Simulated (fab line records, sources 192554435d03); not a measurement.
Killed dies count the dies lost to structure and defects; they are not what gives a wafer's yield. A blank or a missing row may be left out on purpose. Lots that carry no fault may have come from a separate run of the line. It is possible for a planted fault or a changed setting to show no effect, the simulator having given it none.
fab line records | flow n5Finfet
record lots=5 wafers=15 lastDay=17
route steps=1938 shown BEOL_M1@779 PASSIVATION@1936
lots that met no fault: taken from a fault-free run of the same line
startH: start of the lot's first displayed wafer, in hours after the record's first day | waitH: how many hours have passed since the lot's step before this one | " identical to the entry in the row above | L1.1+2: a single row standing in for several wafers | - no value present, or no start provided | * or withheld: withheld | < > ~ a bound
route shown NAME@n: NAME is a module with steps in the file, n the number in the route of the first one | usual: mean and standard deviation over wafers with no fault | same: alike in all rows | chamber/n: place in a boat | sites: the reading at each site | _std_site: how widely they spread, as a standard deviation | _edge_site: the outer-site mean with the inner-site mean subtracted | radiusMm: for every site, how far away it sits from the centre of the wafer | mask NAME#n: copy n | behind: the most recent tool/chamber to have shaped the wafer | hold: cause of the lot's hold/its duration in hours/its outcome | device: transistor that didn't switch, given as n, p or np | end of line: the same wafers' tests at the end of the route | for a step that has no rows: nothing shown but its recipe | killed: not the wafer's yield, but the dies lost to structure and defects at the first sort | map: the dies of a wafer, with x for killed, . for not killed, _ for no die there
set.NAME: the setting the step ran with; set.NAME@STEP: the setting that earlier step ran with | model.NAME: the simulator's own value behind a step, which no gauge read
a table for each step, a row for each wafer; lots at some steps of the route
services: when a tool's chamber went out of use (startH, in hours from the record's first day, below 0 if earlier), for how many hours, and the reason
## steps
# step N5_BEOL_M1_COAT_76
# recipe resist=underlayer tempC=205 timeS=60 spinRpm=1500 resistThkNm=5
# step N5_BEOL_M1_COAT_22
# recipe resist=CAR-EUV spinRpm=1500 resistThkNm=30
# step N5_BEOL_M1_EBR_24
# recipe solvent=PGMEA ebrWidthMm=1.5
# step N5_BEOL_M1_SOFTBAKE_23
# recipe tempC=110 timeS=60 resist=CAR-EUV
# step N5_BEOL_M1_EXPOSE_25
# recipe maskId=V0 na=0.33 sourceShape=quasar sigmaInner=0.2 sigmaOuter=0.8 polarization=unpolarized defocusNm=5 targetCdNm=24 doseMj=63
# step N5_BEOL_M1_PEB_26
# recipe pebTempC=100 pebTimeS=60 resist=CAR-EUV
# step N5_BEOL_M1_DEVELOP_27
# recipe developTimeS=30 developer=TMAH resist=CAR-EUV rinseLiquid=surfactantRinse dry=airSpin devTempC=23
# step N5_BEOL_M1_CD_MEAS_28
# recipe landingEnergyEv=500 detector=seInlens targetCdYNm=23.3
# usual cdNm=23.95/0.26
# columns lot.wafer tool chamber startH waitH cdNm
L282.2 cdSem-02 0 125.97 - 23.91
L282.3 " 0 " " 24.15
L282.5 " 0 " " 23.58
L286.4 cdSem-01 0 148.54 - 23.97
L286.5 " 0 " " 23.89
L286.6 " 0 " " 23.90
L290.2 cdSem-01 0 168.12 - 23.78
L290.3 " 0 " " 23.96
L290.6 " 0 " " 24.13
L300.3 cdSem-02 0 229.90 - 23.90
L300.4 " 0 " " 24.03
L300.6 " 0 " " 24.06
L304.1 cdSem-02 0 262.01 - 23.87
L304.2 " 0 " " 23.70
L304.4 " 0 " " 24.08
# step N5_BEOL_M1_OVL_MEAS_29
# recipe pointsPerWafer=522
# usual V0_OVL=0.2/0.62
# columns lot.wafer tool chamber startH waitH V0_OVL[nm]
L282.2 overlay-02 0 126.01 0.0 0.2
L282.3 " 0 " " -0.2
L282.5 " 0 " " 0.9
L286.4 overlay-01 0 148.58 0.0 0.0
L286.5 " 0 " " -0.7
L286.6 " 0 " " -0.2
L290.2 overlay-02 0 168.15 0.0 -0.8
L290.3 " 0 " " -0.8
L290.6 " 0 " " -0.5
L300.3 overlay-02 0 229.94 0.0 0.6
L300.4 " 0 " " 0.5
L300.6 " 0 " " 0.7
L304.1 overlay-01 0 262.04 0.0 0.4
L304.2 " 0 " " 1.1
L304.4 " 0 " " 1.0
# step N5_BEOL_M1_INSPECT_30
# recipe mode=adi inspectInstrument=brightfield
# usual rawDefectCount=443/84
# columns lot.wafer tool chamber startH waitH rawDefectCount
L282.2 defectInspect-02 - 126.06 0.0 419
L282.3 " - " " 478
L282.5 " - " " 447
L286.4 defectInspect-01 - 148.62 0.0 505
L286.5 " - " " 478
L286.6 " - " " 537
L290.2 defectInspect-02 - 168.20 0.0 435
L290.3 " - " " 413
L290.6 " - " " 364
L300.3 defectInspect-02 - 229.99 0.0 671
L300.4 " - " " 510
L300.6 " - " " 684
L304.1 defectInspect-02 - 262.10 0.1 466
L304.2 " - " " 311
L304.4 " - " " 406
# step N5_BEOL_M1_DESCUM_33
# recipe chemistry=O2 timeS=7 sourcePowerW=50 biasPowerW=20 pressureMtorr=20 rfFrequencyHz=2.712e+07 tempC=40 resist=CAR-EUV o2FlowSccm=225
# step N5_BEOL_M1_ETCH_77
# recipe chemistry=N2/H2 target=underlayer targetDepthA=65 maskMaterial=CAR-EUV timeS=5.2 ionEnergyEv=200 pressureMtorr=30 sourceW=840 biasW=150 n2FlowSccm=200 h2FlowSccm=200 ends=cleared
# step N5_BEOL_M1_ETCH_69
# recipe chemistry=CF4 target=SiARC targetDepthA=156 maskMaterial=CAR-EUV timeS=26 ionEnergyEv=80 pressureMtorr=40 sourceW=545 biasW=36 Ar_flow_sccm=100 cf4FlowSccm=100 ends=cleared
# usual drypumpMotorCurrentA=5.9/0.55 etchRfOnTimeS=26.2/0.47 oesProductAu=0.66/0.068 rfVppV=184.6/1.2 showerheadPlenumPTorr=2.18/0.053 throttleValvePct=15.60/0.18
# columns lot.wafer tool chamber startH waitH drypumpMotorCurrentA etchRfOnTimeS oesProductAu rfHoursCounterH rfVppV showerheadPlenumPTorr throttleValvePct
L282.2 rieDiel-03 3 126.15 0.0 5.9 26.3 0.61 163 184.3 2.21 15.71
L282.3 " 0 " " 6.7 26.6 0.66 104 185.8 2.17 15.61
L282.5 " 0 " " 6.8 26.7 0.66 - 187.1 2.17 15.62
L286.4 rieDiel-03 0 148.70 0.0 6.7 26.6 0.65 112 184.5 2.17 15.64
L286.5 " 1 " " 6.1 26.5 0.63 - 185.0 2.24 15.80
L286.6 " 2 " " 4.9 26.3 0.79 - 184.0 2.12 15.40
L290.2 rieDiel-03 1 168.31 0.0 6.0 26.4 0.63 166 183.3 2.24 15.81
L290.3 " 2 " " 4.9 26.3 0.78 8 184.3 2.12 15.38
L290.6 " 0 " " 6.7 26.7 0.65 - 185.2 2.17 15.65
L300.3 rieDiel-02 2 230.08 0.0 6.4 26.8 0.59 221 182.7 2.11 15.78
L300.4 " 0 " " 5.1 26.1 0.59 242 185.2 2.19 15.72
L300.6 " 0 " " 5.0 26.0 0.59 - 184.7 2.19 15.73
L304.1 rieDiel-03 3 262.19 0.0 5.9 26.1 0.59 202 184.2 2.20 15.79
L304.2 " 0 " " 6.7 27.2 0.63 144 182.4 2.16 15.70
L304.4 " 2 " " 4.9 26.4 0.72 37 184.2 2.11 15.46
# step N5_BEOL_M1_ALD_98
# recipe material=SiO2 targetThkA=25 tempC=100 aldPrecursorFamily=BDEAS aldCoReactant=O2-plasma pulseTimeS=1 coReactantPulseTimeS=1 purgeTimeS=2 coReactantPurgeTimeS=2 aldCycles=17 pressureTorr=2
# step N5_BEOL_M1_ETCHBACK_99
# recipe chemistry=CHF3 target=SiO2 targetDepthA=50 timeS=10.4 sourceW=215 biasW=47 Ar_flow_sccm=200 CHF3_flow_sccm=12 ionEnergyEv=100 pressureMtorr=30
# step N5_BEOL_M1_ETCH_70
# recipe chemistry=N2/H2 target=SOC targetDepthA=800 overetchA=160 maskMaterial=SiARC tempC=40 timeS=120 ionEnergyEv=200 pressureMtorr=30 sourceW=840 biasW=150 n2FlowSccm=200 h2FlowSccm=200
# usual drypumpMotorCurrentA=5.9/0.52 oesProductAu=0.59/0.061 rfVppV=525.2/2 showerheadPlenumPTorr=2.59/0.066 throttleValvePct=17.78/0.23
# columns lot.wafer tool chamber startH waitH drypumpMotorCurrentA oesProductAu rfHoursCounterH rfVppV showerheadPlenumPTorr throttleValvePct
L282.2 rieDiel-02 0 130.39 0.0 5.1 0.55 211 525.7 2.61 17.83
L282.3 " 1 " " 5.7 0.59 139 524.0 2.55 17.53
L282.5 " 1 " " 5.8 0.59 - 524.5 2.55 17.54
L286.4 rieDiel-02 1 149.01 0.0 5.8 0.58 - 524.3 2.54 17.55
L286.5 " 0 " " 5.0 0.54 - 527.9 2.60 17.83
L286.6 " 2 " " 6.5 0.56 - 524.4 2.55 18.16
L290.2 rieDiel-02 2 173.59 0.0 6.4 0.56 203 522.9 2.54 18.16
L290.3 " 1 " " 5.7 0.58 153 522.2 2.54 17.56
L290.6 " 1 " " 5.8 0.59 - 524.6 2.54 17.55
L300.3 rieDiel-02 3 230.44 0.0 5.6 0.72 18 527.3 2.72 17.47
L300.4 " 1 " " 5.7 0.57 171 523.9 2.53 17.59
L300.6 " 2 " " 6.5 0.55 - 523.1 2.54 18.19
L304.1 rieDiel-01 2 262.78 0.0 5.7 0.54 221 525.3 2.63 17.62
L304.2 " 0 " " 5.8 0.66 46 524.2 2.57 17.74
L304.4 " 3 " " 6.3 0.55 212 522.5 2.51 17.84
# step N5_BEOL_M1_STRIP_71
# recipe chemistry=N2/H2 tempC=40 n2FlowSccm=200 h2FlowSccm=200 rfFrequencyHz=6e+07
# step N5_BEOL_M1_STRIP_78
# recipe chemistry=N2/H2 tempC=40 n2FlowSccm=200 h2FlowSccm=200 rfFrequencyHz=6e+07
# step N5_BEOL_M1_VIA_ETCH_34
# recipe chemistry=C4F6/O2 targetDepthA=678 maskMaterial=SOC pressureMtorr=15 ionEnergyEv=250 taperDeg=4 timeS=64.4 sourceW=350 biasW=170 Ar_flow_sccm=300 C4F6_flow_sccm=10 O2_flow_sccm=10
# step N5_BEOL_M1_STRIP_83
# recipe chemistry=C4F6/O2 resist=SiARC rfFrequencyHz=6e+07
# step N5_BEOL_M1_STRIP_36
# recipe chemistry=N2/H2 powerW=450 tempC=40 pressureMtorr=20 rfFrequencyHz=6e+07 overashFraction=0.3 biasPowerW=7 h2Frac=0.5 n2FlowSccm=200 h2FlowSccm=200
# step N5_BEOL_M1_TRENCH_ETCH_37
# recipe chemistry=C4F6/O2 targetDepthA=552.07 target=SiOC timeS=29 ionEnergyEv=250 pressureMtorr=30 sourceW=355 biasW=185 Ar_flow_sccm=300 C4F6_flow_sccm=10 O2_flow_sccm=10
# step N5_BEOL_M1_ETCH_41
# recipe chemistry=CH3F/O2 target=SiCN targetDepthA=319 taperDeg=2 timeS=57.8 ionEnergyEv=120 maskMaterial=TiN pressureMtorr=30 sourceW=395 biasW=75 Ar_flow_sccm=150 CH3F_flow_sccm=30 O2_flow_sccm=20
# usual drypumpMotorCurrentA=5.9/0.52 oesProductAu=0.77/0.083 rfVppV=297.9/1.4 showerheadPlenumPTorr=2.04/0.054 throttleValvePct=16.29/0.18
# columns lot.wafer tool chamber startH waitH drypumpMotorCurrentA oesProductAu rfHoursCounterH rfVppV showerheadPlenumPTorr throttleValvePct
L282.2 rieDiel-02 0 - - 5.1 0.71 211 298.2 2.06 16.40
L282.3 " 1 " " 5.8 0.78 139 296.1 2.00 16.03
L282.5 " 1 " " 5.8 0.78 - 297.1 2.00 16.03
L286.4 rieDiel-02 1 - - 5.7 0.77 - 297.2 2.00 16.05
L286.5 " 0 " " 5.0 0.71 - 298.4 2.06 16.41
L286.6 " 2 " " 6.5 0.72 - 296.9 1.98 16.47
L290.2 rieDiel-02 2 - - 6.4 0.71 203 297.3 1.98 16.50
L290.3 " 1 " " 5.7 0.77 153 298.0 2.00 16.07
L290.6 " 1 " " 5.7 0.77 - 297.0 2.00 16.06
L300.3 rieDiel-02 3 - - 5.6 0.93 18 300.0 2.14 16.00
L300.4 " 1 " " 5.8 0.74 171 295.2 1.99 16.10
L300.6 " 2 " " 6.4 0.70 - 297.3 1.97 16.53
L304.1 rieDiel-01 2 - - 5.7 0.70 221 299.0 2.06 16.14
L304.2 " 0 " " 5.8 0.87 46 297.3 2.03 16.27
L304.4 " 3 " " 6.3 0.72 213 297.0 1.98 16.36
# step N5_BEOL_M1_STRIP_97
# recipe chemistry=N2/H2 timeS=10 powerW=450 tempC=40 pressureMtorr=20 rfFrequencyHz=6e+07 biasPowerW=7 n2FlowSccm=200 h2FlowSccm=200
# step N5_BEOL_M1_OCD_MEAS_38
# usual trenchDepthNm=55.0/1
# columns lot.wafer tool chamber startH waitH trenchDepthNm
L282.2 ocd-01 - 130.74 - 55.1
L282.3 " - " " 56.1
L282.5 " - " " 56.0
L286.4 ocd-01 - 149.33 - 55.3
L286.5 " - " " 55.6
L286.6 " - " " 53.9
L290.2 ocd-02 - 173.95 - 53.8
L290.3 " - " " 55.9
L290.6 " - " " 57.3
L300.3 ocd-01 - 230.80 - 55.1
L300.4 " - " " 54.0
L300.6 " - " " 53.0
L304.1 ocd-02 - 263.14 - 55.7
L304.2 " - " " 57.1
L304.4 " - " " 55.7
# step N5_BEOL_M1_HM_STRIP_39
# recipe chemistry=peroxideTinStrip material=TiN targetDepthA=250 tempC=50 timeS=158
# step N5_BEOL_M1_SRD_40
# recipe timeS=30 tempC=23 rinseLiquid=diw dry=ipaMarangoni
# step N5_BEOL_M1_PRECLEAN_42
# recipe chemistry=residueRemover timeS=60 tempC=40
# step N5_BEOL_M1_SRD_43
# recipe timeS=30 tempC=23 rinseLiquid=diw dry=ipaMarangoni
# step N5_BEOL_M1_CD_MEAS_35
# recipe targetCdNm=18 targetCdYNm=21 polarity=opening
# usual cdNm=17.9/0.38
# columns lot.wafer tool chamber startH waitH cdNm
L282.2 cdSem-03 - 130.90 0.0 18.2
L282.3 " - " " 17.6
L282.5 " - " " 17.8
L286.4 cdSem-01 - 149.48 0.0 18.3
L286.5 " - " " 18.8
L286.6 " - " " 18.6
L290.2 cdSem-03 - 174.20 0.0 18.0
L290.3 " - " " 17.8
L290.6 " - " " 17.7
L300.3 cdSem-01 - 230.95 0.0 17.1
L300.4 " - " " 18.2
L300.6 " - " " 17.4
L304.1 cdSem-02 - 263.29 0.0 17.8
L304.2 " - " " 18.1
L304.4 " - " " 17.4
# step N5_BEOL_M1_DEGAS_44
# recipe ambient=vacuum tempC=250 timeS=60
# usual heaterPowerW=333/26
# columns lot.wafer tool chamber startH waitH heaterPowerW
L282.2 pvdSputter-02 - 131.19 0.3 356
L282.3 " - " " 349
L282.5 " - " " 360
L286.4 pvdSputter-02 - 149.52 0.0 314
L286.5 " - " " 358
L286.6 " - " " 357
L290.2 pvdSputter-01 - 174.71 0.5 317
L290.3 " - " " 301
L290.6 " - " " 309
L300.3 pvdSputter-03 - 231.26 0.3 332
L300.4 " - " " 325
L300.6 " - " " 323
L304.1 pvdSputter-03 - 263.58 0.3 334
L304.2 " - " " 293
L304.4 " - " " 282
# step N5_BEOL_M1_PRE_CLEAN_45
# recipe gas=H2/He timeS=30 tempC=250
# step N5_BEOL_M1_ALD_84
# recipe material=TaN targetThkA=* tempC=275 aldPrecursorFamily=PDMAT aldCoReactant=NH3 pressureTorr=3 carrierFlowSccm=1500 pulseTimeS=2 purgeTimeS=3 coReactantPurgeTimeS=2 coReactantPulseTimeS=3 aldCycles=30 precursorVesselTempC=75 precursorVesselPressureTorr=26.25 precursorVesselCarrierSccm=1000
# step N5_BEOL_M1_SURFACE_TREAT_85
# recipe gas=Ar timeS=* ionEnergyEv=* ionCurrentMaCm2=0.5 pressureMtorr=* arFlowSccm=30
# usual arFlowSccm=30.00/0.084 throttleValvePct=*
# columns lot.wafer tool chamber startH waitH arFlowSccm throttleValvePct
L282.2 pvdSputter-02 - 131.59 0.2 30.04 *
L282.3 " - " " 30.05 *
L282.5 " - " " 29.91 *
L286.4 pvdSputter-02 - 149.96 0.2 29.90 *
L286.5 " - " " 30.02 *
L286.6 " - " " 30.04 *
L290.2 pvdSputter-01 - 175.15 0.2 29.95 *
L290.3 " - " " 30.09 *
L290.6 " - " " 30.06 *
L300.3 pvdSputter-02 - 231.63 0.2 29.94 *
L300.4 " - " " 30.09 *
L300.6 " - " " 30.04 *
L304.1 pvdSputter-03 - 263.94 0.1 29.95 *
L304.2 " - " " 29.85 *
L304.4 " - " " 29.87 *
# step N5_BEOL_M1_CVD_47
# recipe material=Co targetThkA=30 tempC=withheld precursor=CCTBA/H2 pressureTorr=30 timeS=223.8
# step N5_BEOL_M1_SPUTTER_48
# recipe material=Cu targetThkA=45 tempC=-20 chamberPressurePa=0.07 powerW=withheld timeS=8.29
# step N5_BEOL_M1_ANNEAL_49
# recipe tempC=400 timeS=240 ambient=vacuum
# step N5_BEOL_M1_SPUTTER_79
# recipe material=Cu targetThkA=45 tempC=-20 chamberPressurePa=0.07 powerW=withheld timeS=8.29
# usual throttleValvePct=29.7/0.96
# columns lot.wafer tool chamber startH waitH throttleValvePct
L282.2 pvdSputter-03 - 132.23 0.1 28.6
L282.3 " - " " 31.6
L282.5 " - " " 28.9
L286.4 pvdSputter-02 - 150.44 0.1 29.9
L286.5 " - " " 29.7
L286.6 " - " " 30.0
L290.2 pvdSputter-03 - 175.98 0.1 29.2
L290.3 " - " " 29.5
L290.6 " - " " 28.8
L300.3 pvdSputter-02 - 232.25 0.1 29.2
L300.4 " - " " 29.7
L300.6 " - " " 29.6
L304.1 pvdSputter-02 - 264.65 0.1 29.8
L304.2 " - " " 30.4
L304.4 " - " " 31.1
# step N5_BEOL_M1_ANNEAL_80
# recipe tempC=400 timeS=240 ambient=vacuum
# step N5_BEOL_M1_SPUTTER_81
# recipe material=Cu targetThkA=45 tempC=-20 chamberPressurePa=0.07 powerW=withheld timeS=8.29
# step N5_BEOL_M1_ANNEAL_82
# recipe tempC=400 timeS=240 ambient=vacuum
# step N5_BEOL_M1_SPUTTER_86
# recipe material=Cu targetThkA=45 tempC=-20 chamberPressurePa=0.07 powerW=withheld timeS=8.29
# step N5_PASSIVATION_PROBE_49
# usual defectLimitedYield=91.3/1.5 killed_at_M0_to_M3=35/10 killed_at_M4_up=12/4.6 killedAtContacts=13/6.6 killedAtFrontEnd=39/11 killedAtOther=4/3.4 killedDies=103/17 killedOnRim=14/4.1 killedOpen=67/13 killedShort=35/8.2 sort_bin_5_function=5.1/0.94 sort_bin_6_memory=3.2/0.7 sortNPass=1077/17 sortYieldPct=91.3/1.5
# same grossDies=1180 killedAtBackSide=0 sort_bin_4_leakage[%]=0 sort_bin_8_speed[%]=0
# columns lot.wafer tool chamber startH waitH defectLimitedYield[%] killed_at_M0_to_M3 killed_at_M4_up killedAtContacts killedAtFrontEnd killedAtOther killedDies killedOnRim killedOpen killedShort sort_bin_5_function[%] sort_bin_6_memory[%] sortNPass sortYieldPct[%]
L286.4 prober-02 - 300.43 0.2 92.1 43 8 5 36 1 93 9 59 34 4.7 2.8 1087 92.1
L286.5 prober-02 - 300.48 0.2 89.8 45 9 21 44 1 120 19 88 31 6.4 3.5 1060 89.8
L286.6 prober-02 - 300.53 0.3 91.7 36 15 16 28 3 98 11 66 30 4.7 3.5 1082 91.7
L290.3 prober-01 - 310.40 0.1 82.6 135 11 13 44 2 205 31 78 30 10.1 4.8 975 82.6
# killed by level:class
L286.4 FIN_SAQP:geometricParticle:open=13 BEOL_M3:geometricParticle:open=10 BEOL_M1:geometricParticle:open=9 GATE_CUT:geometricParticle:short=6 BEOL_M0_SAQP:geometricParticle:short=6 BEOL_M1:geometricParticle:short=5 BEOL_M2:geometricParticle:open=5 BEOL_M3:geometricParticle:short=5
L286.5 MOL_CONTACT_COAG:geometricParticle:open=18 BEOL_M1:geometricParticle:open=15 FIN_SAQP:geometricParticle:open=13 STI_FIN_REVEAL:geometricParticle:open=12 BEOL_M2:geometricParticle:open=8 GATE_CUT:geometricParticle:open=5 BEOL_M0_SAQP:geometricParticle:short=5 BEOL_M3:geometricParticle:open=5
L286.6 MOL_CONTACT_COAG:geometricParticle:open=13 BEOL_M0_SAQP:geometricParticle:open=9 BEOL_M2:geometricParticle:open=8 BEOL_M0_SAQP:geometricParticle:short=7 FIN_SAQP:geometricParticle:short=6 FIN_SAQP:geometricParticle:open=4 STI_FIN_REVEAL:geometricParticle:open=4 STARTING-WAFER:geometricParticle:open=4
L290.3 BEOL_M1:unspecified=92 BEOL_M2:geometricParticle:open=16 MOL_CONTACT_COAG:geometricParticle:open=11 FIN_SAQP:geometricParticle:short=8 BEOL_M0_SAQP:geometricParticle:open=7 BEOL_M3:geometricParticle:open=7 FIN_SAQP:geometricParticle:open=6 STI_FIN_REVEAL:geometricParticle:open=6
# map L290.3 (x killed, . not)
_________________..x....x....________________
______________........x.x......._____________
___________x.......................__________
__________.......x.................._________
________x.....x................x.....x_______
_______......x....................x....______
______.x....x.....x....x.......x......xx_____
_____......x...xx.................x......____
____.xxx............x.....................___
___xxxxx..x..x......x...........x.....xx...__
___xxxxx....x........x........x.x.x.......x__
__xxxxxx.x...x..............x..............._
__xxxxxxxx..............x.x.....x..........._
_xxxxxxxxx..............x............xx......
_xxxxxxxx.x.........x.xx....x..xx...x...x....
_xxxxxxxxxx......................x...x....x..
_xxxxxxxx.xx.....x..................x.......x
_xxxxxxxxx.x.x.x.................x...........
_xxxxxxxxx......x............x....x.x......x.
_xxxxxx..............x.......................
_xx.xxx...x.....x....x.........x.....x.......
__xxx......................................._
__.x.................................xx...x._
___.....x.......x.x..........x.............__
___...x............x...x....x.......x......__
____...........................x..........___
_____.............x.x....................____
______...x........x......x.....x..x....._____
_______..x......x..............x.......______
________...................x..x......._______
__________...x.......xx............._________
___________..........xx....x..x....__________
______________.................._____________
_________________x...........________________
# map L286.5 (x killed, . not)
_________________............________________
______________..x...........x..._____________
___________......................x.__________
__________...........x..x...x......._________
________....................x........._______
_______..........x....................x______
______.........x..........x.........x..x_____
_____.......x..............x.............____
____.....x.......x.....x...............x..___
___x....x.x.............x.......x..........__
___....................x..........x........__
__.....x....x...x....xx..x.........x..x....._
__....x...............xxx...x..............._
_............x........................x....x.
_...x........................x......x......xx
_x...x..x..x.....x......xx...................
_..................................x.x.x.....
_............x...x.x...........x...........x.
_.........x......x.......x.......x.........x.
_.x....x......x................x.............
_..x...x..........x..........................
__x....x......x................x..x....x...._
__........x....xx.......x.x.x..x............_
___..........................x.........x...__
___.x.x.........x..........................__
____.....x.................x.......x..x...___
_____x............x........x............x____
______....x.x.x................x..x....x_____
_______.......................x........______
________.x..............x......x......_______
__________x....................x...._________
___________.x..............xxxx....__________
______________.....x............_____________
_________________x.........x.________________
## services
# columns tool chamber startH hours kind
rieDiel-02 - 105.28 14.6 pm
rieDiel-03 2 116.00 - clean
rieDiel-03 2 116.00 - consumableReplace:focusRing
rieDiel-03 2 116.00 23.7 scheduledDown
rieDiel-03 2 116.00 23.7 ventCycle
rieDiel-02 3 147.89 - clean
rieDiel-02 3 147.89 - consumableReplace:esc
rieDiel-02 3 147.89 - consumableReplace:focusRing
rieDiel-02 3 147.89 - consumableReplace:showerhead
pvdSputter-01 - 157.09 9.9 repair
rieDiel-03 - 172.67 0.3 repair
rieDiel-03 1 193.13 8.5 repair
rieDiel-03 - 236.51 0.3 repair
rieDiel-02 2 244.08 21.0 repair
rieDiel-03 0 253.64 2.0 repair
rieDiel-02 0 254.95 14.4 repair
## key
firstSign step=N5_PASSIVATION_PROBE_49 reading=killed_at_M0_to_M3 direction=up sigmas=9.9 usual=35 struck=135
effect step=N5_PASSIVATION_PROBE_49 reading=defectLimitedYield direction=down sigmas=5.8 usual=91.3 struck=82.6
moreKillsBornAt N5_BEOL_M1_ETCH_69@rieDiel-03=92
metAt N5_BEOL_M1_ETCH_69
struckWafers L290.3
onsetBetween 148.70 168.31
fault kind=chamberParticleSource tool=rieDiel-03 chamber=2 onsetH=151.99 steps=N5_BEOL_M1_ETCH_69 ratePerVisitCm2=1.0483 endH=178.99
